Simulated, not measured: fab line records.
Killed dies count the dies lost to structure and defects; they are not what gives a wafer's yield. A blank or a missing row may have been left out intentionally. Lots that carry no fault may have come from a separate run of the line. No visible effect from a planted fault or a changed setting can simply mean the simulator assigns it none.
Matching of chambers || flow n5 finfet || N5_BEOL_M5_ETCH_75 on rie diel-06: 4 sister chambers
The step etches underlayer in N2/H2, target depth 6.5 nm, time 5.2 s. 4 wafers are shown with their chamber, then 8 later ones without.

## WAFERS WITH THEIR CHAMBER
{"wafer": "L083.4", "chamber": 0, "showerhead plenum p Torr (Torr)": 2.60}
{"wafer": "L089.1", "chamber": 1, "showerhead plenum p Torr (Torr)": 2.60}
{"wafer": "L089.4", "chamber": 2, "showerhead plenum p Torr (Torr)": 2.63}
{"wafer": "L090.1", "chamber": 3, "showerhead plenum p Torr (Torr)": 2.45}

## WAFERS MISSING THEIR CHAMBER
{"wafer": "L090.2", "showerhead plenum p Torr (Torr)": 2.60}
{"wafer": "L090.6", "showerhead plenum p Torr (Torr)": 2.45}
{"wafer": "L092.2", "showerhead plenum p Torr (Torr)": 2.63}
{"wafer": "L092.3", "showerhead plenum p Torr (Torr)": 2.60}
{"wafer": "L092.6", "showerhead plenum p Torr (Torr)": 2.63}
{"wafer": "L097.4", "showerhead plenum p Torr (Torr)": 2.44}
{"wafer": "L097.5", "showerhead plenum p Torr (Torr)": 2.44}
{"wafer": "L097.6", "showerhead plenum p Torr (Torr)": 2.62}

## WHICH CHAMBER EACH ONE RAN IN
{"wafer": "L090.2", "from the rows above": "can't be placed: 0 or 1", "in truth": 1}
{"wafer": "L090.6", "from the rows above": 3, "in truth": 3}
{"wafer": "L092.2", "from the rows above": 2, "in truth": 2}
{"wafer": "L092.3", "from the rows above": "can't be placed: 0 or 1", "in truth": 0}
{"wafer": "L092.6", "from the rows above": 2, "in truth": 2}
{"wafer": "L097.4", "from the rows above": 3, "in truth": 3}
{"wafer": "L097.5", "from the rows above": 3, "in truth": 3}
{"wafer": "L097.6", "from the rows above": "can't be placed: 2 or 0 or 1", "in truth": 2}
5 of 8 placed correctly. Not placeable from these rows: 3 (in 3, the candidates include the true chamber). Number placed wrongly: 0.
How it was worked out, from the rows above alone: a wafer's distance from a chamber is the root of the sum, over the readings, of the square of ((its reading less the chamber's mean) divided by the reading's scatter). The wafer belongs to the nearest chamber; if the next one is less than 2 further off, it can't be placed. A chamber's mean is the mean of its shown wafers. The scatter (one wafer shown for each chamber): square how far every hidden wafer sits from the nearest shown wafer, average those squares and take the square root.
